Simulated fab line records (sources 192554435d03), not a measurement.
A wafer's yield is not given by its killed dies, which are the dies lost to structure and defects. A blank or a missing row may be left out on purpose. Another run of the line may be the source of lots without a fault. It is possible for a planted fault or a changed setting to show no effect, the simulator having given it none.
Which of the tools did it? + flow n5Finfet + 10 lots with 30 wafers sampled at 5 steps, on a route of 1938 steps

== WHAT THE GAUGES SHOWED, per wafer ==
The record holds no reading of a measuring or inspecting step that can be judged against a usual standard deviation.

== EACH LOT AND THE TOOL THAT RAN IT (in order: tool; ch and the chambers of the sampled wafers; start) ==
| lot  | N5_BEOL_M11_VIA_ETCH_34           | N5_PASSIVATION_DEGAS_18     | N5_PASSIVATION_DESCUM_32          | N5_PASSIVATION_ETCH_54            | N5_PASSIVATION_PROBE_49 |
|------|-----------------------------------|-----------------------------|-----------------------------------|-----------------------------------|-------------------------|
| L609 | rieDiel-05 ch 0,2,3, day 12 07:24 | pvdSputter-02, day 13 20:59 | rieDiel-01 ch 0,3, day 13 21:43   | rieDiel-04 ch 0,2,3, day 13 23:51 | prober-02, day 14 02:38 |
| L611 | rieDiel-05 ch 2,3, day 14 00:29   | pvdSputter-02, day 15 11:04 | rieDiel-01 ch 1,2, day 15 11:49   | rieDiel-01 ch 0,2, day 15 14:19   | -                       |
| L617 | rieDiel-05 ch 1,2,3, day 14 13:06 | pvdSputter-01, day 16 08:11 | rieDiel-01 ch 0,2, day 16 08:56   | rieDiel-01 ch 0,1,2, day 16 11:00 | prober-01, day 16 13:47 |
| L613 | rieDiel-02 ch 0,1,3, day 15 01:27 | pvdSputter-02, day 16 11:05 | rieDiel-03 ch 0,1,2, day 16 11:58 | rieDiel-04 ch 0,3, day 16 14:31   | prober-01, day 16 17:18 |
| L615 | rieDiel-05 ch 2,3, day 15 05:42   | pvdSputter-01, day 17 00:15 | rieDiel-01 ch 1,2,3, day 17 01:11 | rieDiel-03 ch 0,1,2, day 17 03:25 | -                       |
| L618 | rieDiel-05 ch 0,2,3, day 15 13:52 | pvdSputter-02, day 17 11:45 | rieDiel-04 ch 0,1,3, day 17 12:29 | rieDiel-04 ch 0,1,2, day 17 14:31 | prober-01, day 17 17:17 |
| L619 | rieDiel-05 ch 0,3, day 15 18:51   | pvdSputter-03, day 17 20:45 | rieDiel-03 ch 0,1,2, day 17 21:41 | rieDiel-01 ch 1,2, day 18 00:04   | prober-01, day 18 03:01 |
| L622 | rieDiel-05 ch 0,1,3, day 16 23:40 | pvdSputter-03, day 18 15:18 | rieDiel-04 ch 1,2, day 18 16:07   | rieDiel-01 ch 0,2,3, day 18 18:46 | prober-02, day 18 21:38 |
| L629 | rieDiel-02 ch 0,3, day 18 17:29   | pvdSputter-02, day 20 00:18 | rieDiel-03 ch 0,1,3, day 20 01:18 | rieDiel-03 ch 0,1,3, day 20 04:03 | -                       |
| L631 | rieDiel-02 ch 0,1,2, day 18 17:57 | pvdSputter-02, day 20 02:36 | rieDiel-01 ch 0,2,3, day 20 03:20 | rieDiel-04 ch 0,2,3, day 20 05:55 | -                       |
- N5_BEOL_M11_VIA_ETCH_34: etches SiCOH lowk in C4F6/O2, target depth 184.5 nm, time 69.2 s.
- N5_PASSIVATION_DEGAS_18: time 60 s.
- N5_PASSIVATION_DESCUM_32: chemistry O2, time 7.9 s.
- N5_PASSIVATION_ETCH_54: etches SiO2 in CHF3/O2, target depth 880 nm, time 440 s.
- N5_PASSIVATION_PROBE_49

== AS READ BY THE TOOLS THEMSELVES (means over the sampled wafers that have a number; for cases with no such wafer, the mark the record gives instead) ==
N5_BEOL_M11_VIA_ETCH_34. Usual: O2_flow_sccm 10.00 sccm, standard deviation 0.032; chamberPressureMTorr 30.003 mTorr, standard deviation 0.027; drypumpMotorCurrentA 5.5 A, standard deviation 0.35; oesProductAu 0.78 a.u., standard deviation 0.084; rfVppV 666 V, standard deviation 9.1; showerheadPlenumPTorr 2.82 Torr, standard deviation 0.11; throttleValvePct 20.95 %, standard deviation 0.25.
| lot  | tool       | O2_flow_sccm (sccm) | chamberPressureMTorr (mTorr) | drypumpMotorCurrentA (A) | oesProductAu (a.u.) | rfVppV (V) | showerheadPlenumPTorr (Torr) | throttleValvePct (%) | flag |
|------|------------|---------------------|------------------------------|--------------------------|---------------------|------------|------------------------------|----------------------|------|
| L609 | rieDiel-05 | 9.98                | 29.983                       | 5.6                      | 0.88                | 668        | 2.81                         | 21.14                |      |
| L611 | rieDiel-05 | 9.97                | 29.998                       | 5.4                      | 0.79                | 661        | 2.78                         | 21.30                |      |
| L617 | rieDiel-05 | 10.00               | 29.986                       | 5.4                      | 0.78                | 661        | 2.82                         | 21.08                |      |
| L613 | rieDiel-02 | 9.99                | 29.980                       | 5.4                      | 0.78                | 665        | 2.82                         | 20.82                |      |
| L615 | rieDiel-05 | 9.98                | 30.003                       | 5.4                      | 0.78                | 661        | 2.77                         | 21.31                |      |
| L618 | rieDiel-05 | 10.02               | 29.994                       | 5.6                      | 0.84                | 667        | 2.80                         | 21.16                |      |
| L619 | rieDiel-05 | 10.03               | 29.988                       | 5.8                      | 0.88                | 673        | 2.83                         | 21.02                |      |
| L622 | rieDiel-05 | 10.00               | 30.020                       | 5.7                      | 0.81                | 667        | 2.83                         | 20.96                |      |
| L629 | rieDiel-02 | 10.02               | 29.998                       | 5.1                      | 0.71                | 669        | 2.82                         | 20.85                |      |
| L631 | rieDiel-02 | 10.00               | 29.979                       | 5.7                      | 0.75                | 673        | 2.92                         | 20.78                |      |

N5_PASSIVATION_DEGAS_18. Usual: heaterPowerW reads 453 W (standard deviation 62).
| lot  | tool          | heaterPowerW (W) | flag |
|------|---------------|------------------|------|
| L609 | pvdSputter-02 | 441              |      |
| L611 | pvdSputter-02 | 396              |      |
| L617 | pvdSputter-01 | 441              |      |
| L613 | pvdSputter-02 | 536              |      |
| L615 | pvdSputter-01 | 417              |      |
| L618 | pvdSputter-02 | 497              |      |
| L619 | pvdSputter-03 | 493              |      |
| L622 | pvdSputter-03 | 504              |      |
| L629 | pvdSputter-02 | 409              |      |
| L631 | pvdSputter-02 | 416              |      |

N5_PASSIVATION_DESCUM_32. Usual: chamberPressureMTorr 20.001 mTorr, standard deviation 0.018; drypumpMotorCurrentA 5.8 A, standard deviation 0.59; oesProductAu 0.83 a.u., standard deviation 0.082; rfVppV 243.2 V, standard deviation 1.2; showerheadPlenumPTorr 2.10 Torr, standard deviation 0.063; throttleValvePct 20.34 %, standard deviation 0.28.
| lot  | tool       | chamberPressureMTorr (mTorr) | drypumpMotorCurrentA (A) | oesProductAu (a.u.) | rfVppV (V) | showerheadPlenumPTorr (Torr) | throttleValvePct (%) | flag |
|------|------------|------------------------------|--------------------------|---------------------|------------|------------------------------|----------------------|------|
| L609 | rieDiel-01 | 19.999                       | 5.8                      | 0.74                | 243.3      | 2.05                         | 20.53                |      |
| L611 | rieDiel-01 | 19.990                       | 5.6                      | 0.81                | 243.1      | 2.09                         | 20.55                |      |
| L617 | rieDiel-01 | 19.995                       | 5.7                      | 0.79                | 242.7      | 2.05                         | 20.48                |      |
| L613 | rieDiel-03 | 20.000                       | 5.5                      | 0.79                | 244.1      | 2.13                         | 20.28                |      |
| L615 | rieDiel-01 | 19.998                       | 5.8                      | 0.86                | 243.7      | 2.07                         | 20.43                |      |
| L618 | rieDiel-04 | 19.980                       | 6.0                      | 0.84                | 244.1      | 2.15                         | 20.46                |      |
| L619 | rieDiel-03 | 20.012                       | 5.5                      | 0.77                | 242.8      | 2.12                         | 20.32                |      |
| L622 | rieDiel-04 | 19.994                       | 5.9                      | 0.77                | 243.0      | 2.13                         | 20.78                |      |
| L629 | rieDiel-03 | 20.003                       | 5.4                      | 0.89                | 243.2      | 2.09                         | 20.11                |      |
| L631 | rieDiel-01 | 20.003                       | 5.6                      | 0.81                | 242.7      | 2.05                         | 20.52                |      |

N5_PASSIVATION_ETCH_54. Usual: O2_flow_sccm 5.000 sccm, standard deviation 0.016; chamberPressureMTorr 29.998 mTorr, standard deviation 0.026; drypumpMotorCurrentA 5.8 A, standard deviation 0.53; oesProductAu 0.83 a.u., standard deviation 0.082; rfVppV 523 V, standard deviation 7.1; showerheadPlenumPTorr 2.43 Torr, standard deviation 0.075; throttleValvePct 18.75 %, standard deviation 0.26.
| lot  | tool       | O2_flow_sccm (sccm) | chamberPressureMTorr (mTorr) | drypumpMotorCurrentA (A) | oesProductAu (a.u.) | rfVppV (V) | showerheadPlenumPTorr (Torr) | throttleValvePct (%) | flag |
|------|------------|---------------------|------------------------------|--------------------------|---------------------|------------|------------------------------|----------------------|------|
| L609 | rieDiel-04 | 5.002               | 29.982                       | 5.7                      | 0.78                | 526        | 2.44                         | 18.85                |      |
| L611 | rieDiel-01 | 4.973               | 30.009                       | 5.5                      | 0.79                | 514        | 2.39                         | 18.94                |      |
| L617 | rieDiel-01 | 5.011               | 29.996                       | 5.9                      | 0.81                | 515        | 2.37                         | 18.77                |      |
| L613 | rieDiel-04 | 4.979               | 30.008                       | 5.8                      | 0.92                | 531        | 2.53                         | 18.62                |      |
| L615 | rieDiel-03 | 4.995               | 29.996                       | 5.5                      | 0.78                | 524        | 2.45                         | 18.72                |      |
| L618 | rieDiel-04 | 5.000               | 29.978                       | 5.8                      | 0.84                | 531        | 2.50                         | 18.93                |      |
| L619 | rieDiel-01 | 4.989               | 29.997                       | 5.6                      | 0.79                | 516        | 2.39                         | 18.90                |      |
| L622 | rieDiel-01 | 4.994               | 29.996                       | 5.7                      | 0.82                | 519        | 2.36                         | 18.85                |      |
| L629 | rieDiel-03 | 5.003               | 29.992                       | 5.4                      | 0.87                | 522        | 2.41                         | 18.50                |      |
| L631 | rieDiel-04 | 5.020               | 30.024                       | 5.7                      | 0.86                | 528        | 2.52                         | 18.67                |      |

N5_PASSIVATION_PROBE_49. Usual: defectLimitedYield 91.2 %, standard deviation 1.4; killed_at_M0_to_M3 36, standard deviation 11; killed_at_M4_up 14, standard deviation 5.6; killedAtContacts 12, standard deviation 5.9; killedAtFrontEnd 38, standard deviation 13; killedAtOther 3.5, standard deviation 2.7; killedDies 104, standard deviation 17; killedOnRim 14, standard deviation 3.9; killedOpen 68, standard deviation 12; killedShort 34, standard deviation 8.2; sort_bin_5_function 5.1 %, standard deviation 0.95; sort_bin_6_memory 3.3 %, standard deviation 0.7; sortNPass 1076, standard deviation 17; sortYieldPct 91.2 %, standard deviation 1.4.
| lot  | tool      | defectLimitedYield (%) | killed_at_M0_to_M3 | killed_at_M4_up | killedAtContacts | killedAtFrontEnd | killedAtOther | killedDies | killedOnRim | killedOpen | killedShort | sort_bin_5_function (%) | sort_bin_6_memory (%) | sortNPass | sortYieldPct (%) | flag |
|------|-----------|------------------------|--------------------|-----------------|------------------|------------------|---------------|------------|-------------|------------|-------------|-------------------------|-----------------------|-----------|------------------|------|
| L609 | prober-02 | 91.6                   | 27                 | 9               | 10               | 49               | 4.7           | 99         | 13          | 68         | 30          | 4.9                     | 3.3                   | 1081      | 91.6             |      |
| L617 | prober-01 | 90.7                   | 42                 | 17              | 21               | 26               | 3.7           | 110        | 18          | 78         | 31          | 5.3                     | 3.8                   | 1070      | 90.7             |      |
| L613 | prober-01 | 91.9                   | 35                 | 12              | 15               | 28               | 5.0           | 95         | 14          | 61         | 31          | 4.4                     | 3.1                   | 1085      | 91.9             |      |
| L618 | prober-01 | 85.4                   | 26                 | 98              | 6                | 39               | 3.0           | 172        | 27          | 53         | 32          | 7.5                     | 3.9                   | 1008      | 85.4             | OFF  |
| L619 | prober-01 | 85.5                   | 33                 | 91              | 8                | 35               | 4.3           | 171        | 33          | 57         | 33          | 8.3                     | 3.6                   | 1009      | 85.5             | OFF  |
| L622 | prober-02 | 85.0                   | 30                 | 113             | 10               | 21               | 3.0           | 177        | 26          | 54         | 22          | 8.8                     | 3.3                   | 1003      | 85.0             | OFF  |

== THE ANSWER, worked out from the rows above alone ==
Rule: lot off if the mean of its wafers having a number is beyond 3 standard deviations from the usual mean. Also off: a lot with no number at a reading for which 4 or more lots have one. The other lots that the step has rows for count as sound. First the gauges in route order, then the tools' own readings, where a lot's mean is used as printed above. The first step at which some lot is off is used, and at that step the reading that is off furthest; a lot without a number counts as furthest.
Off: L618, L619, L622, at N5_PASSIVATION_PROBE_49 (killed_at_M4_up). Neither off nor sound, because the step has no rows for them: L611, L615, L629, L631.
If a tool, at that step or one of the process steps before it, ran each lot that is off and ran no sound lot following the first of them, it fits. One fits: rieDiel-05 at N5_BEOL_M11_VIA_ETCH_34. Its last sound lot is L617 (day 14 13:06), its first lot that is off L618 (day 15 13:52): a fault that began between those two fits.
The tool's own readings at N5_BEOL_M11_VIA_ETCH_34 bear it out: on the lots that are off they differ by more than 5 times the standard deviation of the sound lots' means. chamberPressureMTorr reads 30.001 mTorr there against 29.983 mTorr on the sound lots.

== WHAT THE SIMULATOR HAD INSERTED ==
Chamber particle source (rieDiel-05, N5_BEOL_M11_VIA_ETCH_34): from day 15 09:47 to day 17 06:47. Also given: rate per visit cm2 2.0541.
Lots struck among those shown: L618, L619, L622. The rule above found the same.
